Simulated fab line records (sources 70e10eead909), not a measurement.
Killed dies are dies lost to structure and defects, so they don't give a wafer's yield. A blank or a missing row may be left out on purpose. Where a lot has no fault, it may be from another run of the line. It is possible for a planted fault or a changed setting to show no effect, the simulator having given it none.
fab line records -- flow nand-harc
record lots=24, wafers=72, last-day=34
route steps=1302 shown P_M0@273 P_M1@298
lots that met no fault: taken from a fault-free run of the same line
start-h: hours from the record's first day to the start of the lot's first wafer shown -- wait-h: how many hours have passed since the lot's step before this one -- " identical to the entry in the row above -- L1.1+2: a row that stands for several wafers -- - no value present, or no start provided -- * or withheld: withheld -- < > ~ a bound
route shown NAME@n: names a module that has steps shown in the file, with the first one's number in the route -- usual: mean/standard deviation taken from wafers without a fault -- same: alike in all rows -- chamber/n: place in a boat -- sites: per-site readings -- _std_site: standard deviation across them -- _edge_site: inner sites' mean taken away from outer sites' mean -- radius-mm: how far each site lies from the wafer's centre -- mask NAME#n: copy n -- behind: the most recent tool/chamber to have shaped the wafer -- hold: why the lot went on hold/how many hours it stayed there/how the hold came to an end -- device: whichever transistor did not switch (one of n, p or np) -- end of line: the route-end tests of the same wafers -- step lacking rows: just its recipe -- killed: count of dies lost to structure and defects at first sort (not the wafer's yield) -- map: a wafer's dies, x killed, . not, _ none there
set.NAME: the setting that was run; set.NAME@STEP: the one run at that earlier step -- model.NAME: the simulator's own value behind a step, which no gauge read
steps of the route over a sample of lots; a table a step, a row a wafer
services: when a tool's chamber went out of use (start-h, in hours from the record's first day, below 0 if earlier), for how many hours, and the reason
## steps
# step NHARC_P_M0_PRE_CLEAN_29
# recipe time-s=30, temp-c=280, gas=H2/He
# usual heater-power-w=428/34
lot.wafer,tool,chamber,start-h,wait-h,heater-power-w
L074.1,pvd-sputter-01,-,-,-,466
L074.3,pvd-sputter-01,-,-,-,429
L074.2,pvd-sputter-01,-,-,-,427
L075.2,pvd-sputter-03,-,-,-,421
L075.3,pvd-sputter-03,-,-,-,437
L075.6,pvd-sputter-03,-,-,-,428
L076.1,pvd-sputter-03,-,-,-,421
L076.5,pvd-sputter-03,-,-,-,420
L076.6,pvd-sputter-03,-,-,-,417
L077.4,pvd-sputter-03,-,-,-,439
L077.3,pvd-sputter-03,-,-,-,413
L077.5,pvd-sputter-03,-,-,-,443
L078.3,pvd-sputter-01,-,-,-,431
L078.5,pvd-sputter-01,-,-,-,419
L078.6,pvd-sputter-01,-,-,-,431
L079.1,pvd-sputter-02,-,-,-,420
L079.5,pvd-sputter-02,-,-,-,400
L079.6,pvd-sputter-02,-,-,-,510
L080.1,pvd-sputter-03,-,-,-,425
L080.4,pvd-sputter-03,-,-,-,483
L080.5,pvd-sputter-03,-,-,-,403
L081.3,pvd-sputter-02,-,-,-,435
L081.4,pvd-sputter-02,-,-,-,357
L081.2,pvd-sputter-02,-,-,-,405
L082.3,pvd-sputter-02,-,-,-,439
L082.2,pvd-sputter-02,-,-,-,424
L082.5,pvd-sputter-02,-,-,-,511
L083.2,pvd-sputter-02,-,-,-,409
L083.1,pvd-sputter-02,-,-,-,509
L083.4,pvd-sputter-02,-,-,-,436
L084.2,pvd-sputter-01,-,-,-,432
L084.1,pvd-sputter-01,-,-,-,431
L084.6,pvd-sputter-01,-,-,-,425
L085.4,pvd-sputter-02,-,-,-,500
L085.2,pvd-sputter-02,-,-,-,421
L085.5,pvd-sputter-02,-,-,-,366
L086.1,pvd-sputter-03,-,-,-,423
L086.4,pvd-sputter-03,-,-,-,467
L086.5,pvd-sputter-03,-,-,-,409
L087.3,pvd-sputter-03,-,-,-,406
L087.2,pvd-sputter-03,-,-,-,428
L087.1,pvd-sputter-03,-,-,-,414
L089.3,pvd-sputter-01,-,-,-,439
L089.1,pvd-sputter-01,-,-,-,431
L089.5,pvd-sputter-01,-,-,-,392
L088.3,pvd-sputter-03,-,-,-,396
L088.2,pvd-sputter-03,-,-,-,483
L088.5,pvd-sputter-03,-,-,-,408
L090.3,pvd-sputter-01,-,-,-,408
L090.4,pvd-sputter-01,-,-,-,430
L090.5,pvd-sputter-01,-,-,-,439
L091.1,pvd-sputter-01,-,-,-,426
L091.2,pvd-sputter-01,-,-,-,432
L091.6,pvd-sputter-01,-,-,-,443
L092.2,pvd-sputter-02,-,-,-,358
L092.6,pvd-sputter-02,-,-,-,362
L092.5,pvd-sputter-02,-,-,-,400
L093.1,pvd-sputter-02,-,-,-,479
L093.4,pvd-sputter-02,-,-,-,436
L093.5,pvd-sputter-02,-,-,-,485
L094.1,pvd-sputter-01,-,-,-,447
L094.4,pvd-sputter-01,-,-,-,424
L094.3,pvd-sputter-01,-,-,-,406
L095.2,pvd-sputter-03,-,-,-,410
L095.3,pvd-sputter-03,-,-,-,407
L095.6,pvd-sputter-03,-,-,-,404
L096.4,pvd-sputter-03,-,-,-,401
L096.6,pvd-sputter-03,-,-,-,479
L096.5,pvd-sputter-03,-,-,-,396
L097.4,pvd-sputter-01,-,-,-,427
L097.2,pvd-sputter-01,-,-,-,399
L097.1,pvd-sputter-01,-,-,-,444
# step NHARC_P_M0_ANNEAL_30
# recipe temp-c=225, time-s=90
# usual wafer_temp_C_max=225.99/0.23
lot.wafer,tool,chamber,start-h,wait-h,wafer_temp_C_max
L074.1,rtp-anneal-02,0,122.84,-,226.03
L074.2,rtp-anneal-02,0,122.84,-,225.79
L074.3,rtp-anneal-02,0,122.84,-,226.31
L075.2,rtp-anneal-02,0,131.44,-,226.13
L075.3,rtp-anneal-02,0,131.44,-,225.98
L075.6,rtp-anneal-02,0,131.44,-,225.87
L076.1,rtp-anneal-02,0,144.23,-,226.08
L076.5,rtp-anneal-02,0,144.23,-,226.34
L076.6,rtp-anneal-02,0,144.23,-,226.12
L077.3,rtp-anneal-02,0,159.47,0.3,226.10
L077.4,rtp-anneal-02,0,159.47,0.3,225.95
L077.5,rtp-anneal-02,0,159.47,0.3,226.18
L078.3,rtp-anneal-01,0,159.78,0.3,225.73
L078.5,rtp-anneal-01,0,159.78,0.3,226.01
L078.6,rtp-anneal-01,0,159.78,0.3,226.17
L079.1,rtp-anneal-01,0,169.09,-,225.92
L079.5,rtp-anneal-01,0,169.09,-,226.05
L079.6,rtp-anneal-01,0,169.09,-,226.12
L080.1,rtp-anneal-02,0,185.31,0.3,226.07
L080.4,rtp-anneal-02,0,185.31,0.3,226.00
L080.5,rtp-anneal-02,0,185.31,0.3,225.82
L081.2,rtp-anneal-01,0,190.37,-,226.10
L081.3,rtp-anneal-01,0,190.37,-,226.09
L081.4,rtp-anneal-01,0,190.37,-,226.02
L082.2,rtp-anneal-02,0,212.19,-,225.86
L082.3,rtp-anneal-02,0,212.19,-,225.55
L082.5,rtp-anneal-02,0,212.19,-,225.91
L083.1,rtp-anneal-02,0,216.37,0.3,226.14
L083.2,rtp-anneal-02,0,216.37,0.3,226.14
L083.4,rtp-anneal-02,0,216.37,0.3,226.09
L084.1,rtp-anneal-01,0,220.10,-,225.95
L084.2,rtp-anneal-01,0,220.10,-,225.87
L084.6,rtp-anneal-01,0,220.10,-,225.57
L085.2,rtp-anneal-02,0,232.83,-,225.93
L085.4,rtp-anneal-02,0,232.83,-,225.74
L085.5,rtp-anneal-02,0,232.83,-,226.14
L086.1,rtp-anneal-01,0,238.67,0.3,225.54
L086.4,rtp-anneal-01,0,238.67,0.3,226.31
L086.5,rtp-anneal-01,0,238.67,0.3,225.40
L087.1,rtp-anneal-01,0,249.30,-,226.11
L087.2,rtp-anneal-01,0,249.30,-,225.99
L087.3,rtp-anneal-01,0,249.30,-,226.01
L089.1,rtp-anneal-01,0,269.64,0.3,226.15
L089.3,rtp-anneal-01,0,269.64,0.3,226.18
L089.5,rtp-anneal-01,0,269.64,0.3,225.93
L088.2,rtp-anneal-01,0,270.45,0.3,225.92
L088.3,rtp-anneal-01,0,270.45,0.3,225.82
L088.5,rtp-anneal-01,0,270.45,0.3,226.05
L090.3,rtp-anneal-01,0,284.23,-,225.65
L090.4,rtp-anneal-01,0,284.23,-,225.99
L090.5,rtp-anneal-01,0,284.23,-,226.74
L091.1,rtp-anneal-02,0,288.15,0.3,225.95
L091.2,rtp-anneal-02,0,288.15,0.3,225.85
L091.6,rtp-anneal-02,0,288.15,0.3,226.05
L092.2,rtp-anneal-02,0,308.07,0.3,226.08
L092.5,rtp-anneal-02,0,308.07,0.3,226.46
L092.6,rtp-anneal-02,0,308.07,0.3,225.72
L093.1,rtp-anneal-02,0,312.39,0.3,225.91
L093.4,rtp-anneal-02,0,312.39,0.3,226.15
L093.5,rtp-anneal-02,0,312.39,0.3,225.97
L094.1,rtp-anneal-02,0,325.87,-,226.02
L094.3,rtp-anneal-02,0,325.87,-,225.76
L094.4,rtp-anneal-02,0,325.87,-,226.35
L095.2,rtp-anneal-02,0,327.69,-,226.15
L095.3,rtp-anneal-02,0,327.69,-,226.33
L095.6,rtp-anneal-02,0,327.69,-,225.83
L096.4,rtp-anneal-01,0,344.34,-,225.74
L096.5,rtp-anneal-01,0,344.34,-,225.51
L096.6,rtp-anneal-01,0,344.34,-,226.01
L097.1,rtp-anneal-02,0,361.39,0.3,225.99
L097.2,rtp-anneal-02,0,361.39,0.3,225.95
L097.4,rtp-anneal-02,0,361.39,0.3,225.97
# step NHARC_P_M1_DESCUM_14
# recipe time-s=3, o2-flow-sccm=200, ar-flow-sccm=0, bias-power-w=0, chemistry=O2
# usual drypump-motor-current-A=5.61/0.27, oes-product-au=1.000/0.0066, rf-vpp-V=57.5/0.92, showerhead-plenum-p-Torr=1.86/0.074, throttle-valve-pct=11.309/0.0096
lot.wafer,tool,chamber,start-h,wait-h,drypump-motor-current-A,oes-product-au,rf-hours-counter-h,rf-vpp-V,showerhead-plenum-p-Torr,throttle-valve-pct
L074.3,rie-diel-08,3,125.14,0.1,5.62,0.995,10,58.1,2.03,11.311
L074.2,rie-diel-08,0,125.14,0.1,5.38,1.006,10,58.4,1.80,11.313
L074.1,rie-diel-08,2,125.14,0.1,4.98,0.998,10,58.2,1.97,11.303
L075.2,rie-diel-08,1,133.79,0.1,5.91,1.001,11,56.0,1.82,11.321
L075.3,rie-diel-08,2,133.79,0.1,4.98,1.006,11,59.2,1.97,11.315
L075.6,rie-diel-08,0,133.79,0.1,5.40,1.004,-,58.0,1.80,11.308
L076.1,rie-diel-08,2,146.66,0.1,4.95,0.996,12,57.6,1.97,11.322
L076.5,rie-diel-08,0,146.66,0.1,5.37,1.004,-,57.2,1.80,11.306
L076.6,rie-diel-08,1,146.66,0.1,5.91,1.004,-,57.9,1.82,11.313
L077.3,rie-diel-08,1,161.75,0.1,5.91,0.998,14,57.3,1.82,11.286
L077.4,rie-diel-08,3,161.75,0.1,5.63,0.998,14,57.6,2.03,11.304
L077.5,rie-diel-08,1,161.75,0.1,5.88,1.002,-,56.2,1.82,11.304
L078.3,rie-diel-09,1,162.07,0.1,5.48,0.996,1,57.7,1.83,11.299
L078.5,rie-diel-09,1,162.07,0.1,5.49,1.010,-,58.3,1.83,11.303
L078.6,rie-diel-09,3,162.07,0.1,5.97,1.005,-,58.1,1.80,11.315
L079.1,rie-diel-08,0,171.50,0.1,5.39,1.005,14,57.0,1.80,11.301
L079.6,rie-diel-08,3,171.50,0.1,5.59,1.008,-,57.4,2.03,11.324
L079.5,rie-diel-08,0,171.50,0.1,5.37,1.011,-,56.6,1.80,11.312
L080.1,rie-diel-04,1,188.16,0.1,6.36,1.000,0,56.5,1.93,11.305
L080.4,rie-diel-04,0,188.16,0.1,5.40,0.992,0,59.1,1.89,11.325
L080.5,rie-diel-04,2,188.16,0.1,5.96,1.009,-,57.3,1.83,11.337
L081.2,rie-diel-09,0,192.71,0.1,5.66,1.005,3,57.1,1.91,11.314
L081.4,rie-diel-09,1,192.71,0.1,5.46,0.998,3,56.2,1.83,11.308
L081.3,rie-diel-09,3,192.71,0.1,5.95,1.006,3,56.6,1.80,11.304
L082.2,rie-diel-08,3,214.56,0.1,5.61,0.994,1,57.5,2.02,11.320
L082.3,rie-diel-08,1,214.56,0.1,5.90,0.997,1,55.2,1.82,11.317
L082.5,rie-diel-08,3,214.56,0.1,5.62,0.985,-,58.1,2.02,11.303
L083.2,rie-diel-04,0,218.69,0.1,5.40,1.012,10,57.2,1.89,11.296
L083.4,rie-diel-04,1,218.69,0.1,6.37,1.007,9,57.5,1.92,11.319
L083.1,rie-diel-04,2,218.69,0.1,6.00,1.007,9,58.2,1.83,11.323
L084.1,rie-diel-09,0,222.53,0.1,5.63,1.003,5,58.5,1.91,11.314
L084.2,rie-diel-09,3,222.53,0.1,5.97,1.006,5,56.9,1.80,11.296
L084.6,rie-diel-09,1,222.53,0.1,5.49,0.994,-,58.7,1.83,11.292
L085.2,rie-diel-08,3,235.18,0.1,5.62,0.986,3,56.9,2.02,11.310
L085.4,rie-diel-08,3,235.18,0.1,5.62,0.991,-,57.5,2.02,11.314
L085.5,rie-diel-08,0,235.18,0.1,5.39,0.999,-,55.7,1.80,11.304
L086.4,rie-diel-09,0,241.07,0.1,5.63,0.999,6,56.4,1.91,11.309
L086.1,rie-diel-09,2,241.07,0.1,5.50,0.993,6,55.6,1.78,11.318
L086.5,rie-diel-09,0,241.07,0.1,5.60,0.999,-,57.4,1.91,11.320
L087.3,rie-diel-09,1,251.75,0.1,5.48,1.016,6,57.3,1.83,11.318
L087.1,rie-diel-09,3,251.75,0.1,5.97,1.002,6,55.5,1.79,11.321
L087.2,rie-diel-09,0,251.75,0.1,5.63,1.002,7,57.6,1.91,11.314
L089.3,rie-diel-09,1,271.94,0.1,5.50,1.002,8,59.5,1.82,11.323
L089.1,rie-diel-09,2,271.94,0.1,5.47,0.996,6,57.6,1.78,11.295
L089.5,rie-diel-09,2,271.94,0.1,5.48,0.984,-,57.6,1.78,11.317
L088.2,rie-diel-09,2,272.81,0.1,5.46,0.990,6,56.4,1.78,11.306
L088.3,rie-diel-09,1,272.81,0.1,5.49,1.008,8,57.7,1.82,11.305
L088.5,rie-diel-09,2,272.81,0.1,5.48,0.989,-,57.9,1.78,11.302
L090.3,rie-diel-09,2,286.67,0.1,5.49,0.984,7,56.3,1.78,11.300
L090.4,rie-diel-09,3,286.67,0.1,5.99,0.997,9,58.0,1.79,11.321
L090.5,rie-diel-09,0,286.67,0.1,5.64,0.985,-,57.7,1.91,11.306
L091.2,rie-diel-09,0,290.55,0.1,5.64,1.000,9,59.1,1.91,11.293
L091.1,rie-diel-09,1,290.55,0.1,5.49,1.009,9,56.6,1.82,11.296
L091.6,rie-diel-09,1,290.55,0.1,5.47,1.004,-,56.7,1.82,11.294
L092.2,rie-diel-09,3,310.44,0.1,5.98,1.003,10,58.4,1.79,11.319
L092.5,rie-diel-09,3,310.44,0.1,5.94,1.015,-,58.0,1.79,11.296
L092.6,rie-diel-09,0,310.44,0.1,5.64,0.992,-,57.3,1.91,11.305
L093.4,rie-diel-09,2,314.77,0.1,5.47,0.990,9,57.3,1.78,11.315
L093.1,rie-diel-09,3,314.77,0.1,5.98,1.010,11,57.8,1.79,11.302
L093.5,rie-diel-09,2,314.77,0.1,5.49,0.995,-,58.0,1.78,11.298
L094.4,rie-diel-08,0,328.28,0.1,5.38,1.008,12,58.7,1.80,11.308
L094.3,rie-diel-08,1,328.28,0.1,5.88,1.012,11,59.1,1.82,11.313
L094.1,rie-diel-08,2,328.28,0.1,4.96,1.004,10,57.4,1.96,11.306
L095.2,rie-diel-09,0,330.04,0.1,5.62,1.003,0,56.6,1.91,11.302
L095.3,rie-diel-09,1,330.04,0.1,5.48,1.003,0,57.6,1.82,11.309
L095.6,rie-diel-09,1,330.04,0.1,5.48,1.009,-,56.1,1.82,11.299
L096.4,rie-diel-09,0,346.48,0.1,5.63,1.005,1,56.5,1.91,11.299
L096.6,rie-diel-09,2,346.48,0.1,5.47,0.992,-,58.9,1.78,11.290
L096.5,rie-diel-09,3,346.48,0.1,5.96,0.997,-,57.3,1.79,11.335
L097.2,rie-diel-09,0,363.66,0.1,5.61,0.996,2,56.7,1.91,11.314
L097.4,rie-diel-09,1,363.66,0.1,5.48,0.990,3,57.2,1.82,11.306
L097.1,rie-diel-09,2,363.66,0.1,5.47,1.000,3,55.3,1.78,11.302
# step NHARC_P_M1_PVD_20
# recipe target-thk-a=50, bias-v=168.6, power-w=15000, chamber-pressure-pa=0.12, time-s=8.06, substrate-temp-c=50, material=TaN
# usual throttle-valve-pct=30.6/0.83
lot.wafer,tool,chamber,start-h,wait-h,throttle-valve-pct
L074.1,pvd-sputter-01,-,-,-,30.9
L074.2,pvd-sputter-01,-,-,-,31.4
L074.3,pvd-sputter-01,-,-,-,28.9
L075.3,pvd-sputter-03,-,-,-,31.7
L075.2,pvd-sputter-03,-,-,-,30.6
L075.6,pvd-sputter-03,-,-,-,30.4
L076.1,pvd-sputter-03,-,-,-,30.5
L076.6,pvd-sputter-03,-,-,-,30.2
L076.5,pvd-sputter-03,-,-,-,31.9
L077.3,pvd-sputter-02,-,-,-,30.6
L077.4,pvd-sputter-02,-,-,-,30.9
L077.5,pvd-sputter-02,-,-,-,30.7
L078.3,pvd-sputter-03,-,-,-,30.7
L078.5,pvd-sputter-03,-,-,-,31.6
L078.6,pvd-sputter-03,-,-,-,30.4
L079.1,pvd-sputter-02,-,-,-,30.7
L079.6,pvd-sputter-02,-,-,-,30.6
L079.5,pvd-sputter-02,-,-,-,31.0
L080.1,pvd-sputter-01,-,-,-,31.0
L080.4,pvd-sputter-01,-,-,-,30.9
L080.5,pvd-sputter-01,-,-,-,31.0
L081.4,pvd-sputter-01,-,-,-,30.7
L081.2,pvd-sputter-01,-,-,-,31.2
L081.3,pvd-sputter-01,-,-,-,31.5
L082.3,pvd-sputter-01,-,-,-,31.3
L082.2,pvd-sputter-01,-,-,-,30.9
L082.5,pvd-sputter-01,-,-,-,28.8
L083.4,pvd-sputter-03,-,-,-,29.8
L083.2,pvd-sputter-03,-,-,-,31.8
L083.1,pvd-sputter-03,-,-,-,30.2
L084.1,pvd-sputter-01,-,-,-,31.2
L084.2,pvd-sputter-01,-,-,-,30.9
L084.6,pvd-sputter-01,-,-,-,31.1
L085.2,pvd-sputter-02,-,-,-,30.2
L085.4,pvd-sputter-02,-,-,-,30.7
L085.5,pvd-sputter-02,-,-,-,30.3
L086.4,pvd-sputter-03,-,-,-,30.8
L086.1,pvd-sputter-03,-,-,-,30.1
L086.5,pvd-sputter-03,-,-,-,31.9
L087.3,pvd-sputter-02,-,-,-,30.3
L087.1,pvd-sputter-02,-,-,-,30.3
L087.2,pvd-sputter-02,-,-,-,30.8
L089.3,pvd-sputter-03,-,-,-,30.9
L089.1,pvd-sputter-03,-,-,-,30.6
L089.5,pvd-sputter-03,-,-,-,30.7
L088.3,pvd-sputter-01,-,-,-,30.8
L088.2,pvd-sputter-01,-,-,-,32.0
L088.5,pvd-sputter-01,-,-,-,31.0
L090.4,pvd-sputter-03,-,-,-,30.6
L090.3,pvd-sputter-03,-,-,-,31.9
L090.5,pvd-sputter-03,-,-,-,30.7
L091.2,pvd-sputter-01,-,-,-,30.9
L091.1,pvd-sputter-01,-,-,-,31.9
L091.6,pvd-sputter-01,-,-,-,29.7
L092.2,pvd-sputter-01,-,-,-,29.2
L092.5,pvd-sputter-01,-,-,-,32.0
L092.6,pvd-sputter-01,-,-,-,29.1
L093.4,pvd-sputter-02,-,-,-,31.5
L093.1,pvd-sputter-02,-,-,-,29.7
L093.5,pvd-sputter-02,-,-,-,31.5
L094.1,pvd-sputter-02,-,-,-,31.1
L094.4,pvd-sputter-02,-,-,-,29.4
L094.3,pvd-sputter-02,-,-,-,30.4
L095.3,pvd-sputter-01,-,-,-,29.9
L095.2,pvd-sputter-01,-,-,-,30.7
L095.6,pvd-sputter-01,-,-,-,31.2
L096.4,pvd-sputter-01,-,-,-,32.0
L096.5,pvd-sputter-01,-,-,-,31.1
L096.6,pvd-sputter-01,-,-,-,32.1
L097.2,pvd-sputter-01,-,-,-,32.2
L097.1,pvd-sputter-01,-,-,-,29.2
L097.4,pvd-sputter-01,-,-,-,29.6
# step NHARC_P_M1_PVD_21
# recipe target-thk-a=300, chamber-pressure-pa=5, power-w=5000, substrate-temp-c=30, time-s=20.49, material=Cu
# usual throttle-valve-pct=30.6/0.85
lot.wafer,tool,chamber,start-h,wait-h,throttle-valve-pct
L074.3,pvd-sputter-01,-,-,-,30.8
L074.1,pvd-sputter-01,-,-,-,31.3
L074.2,pvd-sputter-01,-,-,-,31.8
L075.2,pvd-sputter-03,-,-,-,31.0
L075.3,pvd-sputter-03,-,-,-,30.7
L075.6,pvd-sputter-03,-,-,-,31.1
L076.1,pvd-sputter-03,-,-,-,30.7
L076.6,pvd-sputter-03,-,-,-,31.0
L076.5,pvd-sputter-03,-,-,-,30.3
L077.4,pvd-sputter-02,-,-,-,29.8
L077.3,pvd-sputter-02,-,-,-,30.3
L077.5,pvd-sputter-02,-,-,-,30.5
L078.3,pvd-sputter-03,-,-,-,31.9
L078.5,pvd-sputter-03,-,-,-,31.9
L078.6,pvd-sputter-03,-,-,-,30.4
L079.1,pvd-sputter-02,-,-,-,30.1
L079.5,pvd-sputter-02,-,-,-,30.3
L079.6,pvd-sputter-02,-,-,-,30.1
L080.4,pvd-sputter-01,-,-,-,30.6
L080.1,pvd-sputter-01,-,-,-,31.5
L080.5,pvd-sputter-01,-,-,-,31.0
L081.3,pvd-sputter-01,-,-,-,31.3
L081.4,pvd-sputter-01,-,-,-,29.1
L081.2,pvd-sputter-01,-,-,-,30.7
L082.3,pvd-sputter-01,-,-,-,31.3
L082.2,pvd-sputter-01,-,-,-,28.9
L082.5,pvd-sputter-01,-,-,-,31.5
L083.2,pvd-sputter-03,-,-,-,29.6
L083.4,pvd-sputter-03,-,-,-,31.9
L083.1,pvd-sputter-03,-,-,-,30.2
L084.1,pvd-sputter-01,-,-,-,30.9
L084.2,pvd-sputter-01,-,-,-,30.6
L084.6,pvd-sputter-01,-,-,-,31.6
L085.4,pvd-sputter-02,-,-,-,29.9
L085.2,pvd-sputter-02,-,-,-,30.4
L085.5,pvd-sputter-02,-,-,-,30.2
L086.4,pvd-sputter-03,-,-,-,30.6
L086.1,pvd-sputter-03,-,-,-,30.4
L086.5,pvd-sputter-03,-,-,-,29.7
L087.1,pvd-sputter-02,-,-,-,30.2
L087.3,pvd-sputter-02,-,-,-,30.4
L087.2,pvd-sputter-02,-,-,-,30.2
L089.1,pvd-sputter-03,-,-,-,29.7
L089.3,pvd-sputter-03,-,-,-,32.0
L089.5,pvd-sputter-03,-,-,-,30.3
L088.3,pvd-sputter-01,-,-,-,29.9
L088.2,pvd-sputter-01,-,-,-,32.3
L088.5,pvd-sputter-01,-,-,-,29.8
L090.3,pvd-sputter-03,-,-,-,30.6
L090.4,pvd-sputter-03,-,-,-,32.2
L090.5,pvd-sputter-03,-,-,-,30.8
L091.2,pvd-sputter-01,-,-,-,31.8
L091.1,pvd-sputter-01,-,-,-,29.4
L091.6,pvd-sputter-01,-,-,-,30.8
L092.2,pvd-sputter-01,-,-,-,29.2
L092.6,pvd-sputter-01,-,-,-,30.7
L092.5,pvd-sputter-01,-,-,-,32.6
L093.1,pvd-sputter-02,-,-,-,29.3
L093.4,pvd-sputter-02,-,-,-,31.5
L093.5,pvd-sputter-02,-,-,-,31.3
L094.1,pvd-sputter-02,-,-,-,30.2
L094.4,pvd-sputter-02,-,-,-,31.4
L094.3,pvd-sputter-02,-,-,-,29.4
L095.3,pvd-sputter-01,-,-,-,32.1
L095.2,pvd-sputter-01,-,-,-,30.9
L095.6,pvd-sputter-01,-,-,-,32.1
L096.4,pvd-sputter-01,-,-,-,29.7
L096.6,pvd-sputter-01,-,-,-,30.8
L096.5,pvd-sputter-01,-,-,-,32.0
L097.1,pvd-sputter-01,-,-,-,29.6
L097.4,pvd-sputter-01,-,-,-,31.1
L097.2,pvd-sputter-01,-,-,-,29.2
# step NHARC_P_M1_ANNEAL_31
# recipe temp-c=225, time-s=90
# usual wafer_temp_C_max=225.94/0.23
lot.wafer,tool,chamber,start-h,wait-h,wafer_temp_C_max
L074.1,rtp-anneal-02,0,127.47,0.3,226.06
L074.2,rtp-anneal-02,0,127.47,0.3,226.07
L074.3,rtp-anneal-02,0,127.47,0.3,226.41
L075.2,rtp-anneal-01,0,135.59,-,226.04
L075.3,rtp-anneal-01,0,135.59,-,225.93
L075.6,rtp-anneal-01,0,135.59,-,225.71
L076.1,rtp-anneal-01,0,148.41,-,226.01
L076.5,rtp-anneal-01,0,148.41,-,225.55
L076.6,rtp-anneal-01,0,148.41,-,226.29
L077.3,rtp-anneal-02,0,163.60,0.3,226.17
L077.4,rtp-anneal-02,0,163.60,0.3,226.16
L077.5,rtp-anneal-02,0,163.60,0.3,226.07
L078.3,rtp-anneal-01,0,164.05,0.3,225.80
L078.5,rtp-anneal-01,0,164.05,0.3,225.90
L078.6,rtp-anneal-01,0,164.05,0.3,225.81
L079.1,rtp-anneal-02,0,173.24,-,226.19
L079.5,rtp-anneal-02,0,173.24,-,226.15
L079.6,rtp-anneal-02,0,173.24,-,226.02
L080.1,rtp-anneal-02,0,189.94,-,226.08
L080.4,rtp-anneal-02,0,189.94,-,226.37
L080.5,rtp-anneal-02,0,189.94,-,225.95
L081.2,rtp-anneal-01,0,194.78,0.4,225.92
L081.3,rtp-anneal-01,0,194.78,0.4,225.73
L081.4,rtp-anneal-01,0,194.78,0.4,225.75
L082.2,rtp-anneal-01,0,216.41,-,225.83
L082.3,rtp-anneal-01,0,216.41,-,226.26
L082.5,rtp-anneal-01,0,216.41,-,225.92
L083.1,rtp-anneal-02,0,220.52,0.3,226.19
L083.2,rtp-anneal-02,0,220.52,0.3,226.44
L083.4,rtp-anneal-02,0,220.52,0.3,226.20
L084.1,rtp-anneal-01,0,224.30,0.3,225.80
L084.2,rtp-anneal-01,0,224.30,0.3,225.73
L084.6,rtp-anneal-01,0,224.30,0.3,225.79
L085.2,rtp-anneal-01,0,237.14,-,225.89
L085.4,rtp-anneal-01,0,237.14,-,226.04
L085.5,rtp-anneal-01,0,237.14,-,226.11
L086.1,rtp-anneal-02,0,242.84,-,225.47
L086.4,rtp-anneal-02,0,242.84,-,225.65
L086.5,rtp-anneal-02,0,242.84,-,225.64
L087.1,rtp-anneal-01,0,253.59,0.3,225.75
L087.2,rtp-anneal-01,0,253.59,0.3,225.87
L087.3,rtp-anneal-01,0,253.59,0.3,225.96
L089.1,rtp-anneal-01,0,273.73,0.4,226.15
L089.3,rtp-anneal-01,0,273.73,0.4,226.08
L089.5,rtp-anneal-01,0,273.73,0.4,225.83
L088.2,rtp-anneal-01,0,274.61,-,225.91
L088.3,rtp-anneal-01,0,274.61,-,226.36
L088.5,rtp-anneal-01,0,274.61,-,225.81
L090.3,rtp-anneal-01,0,288.51,0.3,225.78
L090.4,rtp-anneal-01,0,288.51,0.3,225.96
L090.5,rtp-anneal-01,0,288.51,0.3,226.19
L091.1,rtp-anneal-01,0,292.31,0.3,225.62
L091.2,rtp-anneal-01,0,292.31,0.3,225.92
L091.6,rtp-anneal-01,0,292.31,0.3,226.00
L092.2,rtp-anneal-01,0,312.25,0.3,225.95
L092.5,rtp-anneal-01,0,312.25,0.3,226.19
L092.6,rtp-anneal-01,0,312.25,0.3,226.04
L093.1,rtp-anneal-02,0,316.59,-,225.81
L093.4,rtp-anneal-02,0,316.59,-,226.06
L093.5,rtp-anneal-02,0,316.59,-,225.72
L094.1,rtp-anneal-01,0,330.04,-,225.72
L094.3,rtp-anneal-01,0,330.04,-,225.24
L094.4,rtp-anneal-01,0,330.04,-,225.83
L095.2,rtp-anneal-02,0,331.84,0.3,225.67
L095.3,rtp-anneal-02,0,331.84,0.3,225.80
L095.6,rtp-anneal-02,0,331.84,0.3,226.31
L096.4,rtp-anneal-02,0,348.40,-,226.00
L096.5,rtp-anneal-02,0,348.40,-,225.88
L096.6,rtp-anneal-02,0,348.40,-,225.61
L097.1,rtp-anneal-02,0,365.41,-,226.00
L097.2,rtp-anneal-02,0,365.41,-,225.88
L097.4,rtp-anneal-02,0,365.41,-,226.16
## services
tool,chamber,start-h,hours,kind
pvd-sputter-02,-,104.00,10.0,pm
pvd-sputter-03,-,109.71,1.9,repair
rie-diel-09,1,136.24,2.0,repair
rie-diel-09,-,143.10,9.0,pm
rie-diel-09,2,156.88,6.0,repair
pvd-sputter-03,-,170.02,10.0,pm
pvd-sputter-02,-,177.69,2.0,repair
rie-diel-04,-,178.03,9.0,pm
pvd-sputter-03,-,187.09,10.1,repair
rie-diel-08,-,190.84,9.0,pm
pvd-sputter-02,-,206.90,1.7,repair
rie-diel-08,1,224.02,5.3,repair
rie-diel-08,-,225.23,0.6,repair
pvd-sputter-01,-,228.43,10.0,pm
rie-diel-08,2,229.07,11.2,repair
rie-diel-09,-,237.45,0.4,repair
pvd-sputter-01,-,239.31,23.7,repair
rie-diel-09,2,242.79,21.3,repair
rie-diel-08,3,243.09,5.8,repair
rie-diel-04,0,247.88,22.6,repair
pvd-sputter-02,-,282.00,10.0,pm
rie-diel-08,0,313.17,4.6,repair
rie-diel-09,-,320.10,9.0,pm
pvd-sputter-03,-,348.04,10.0,pm
## key
fault none
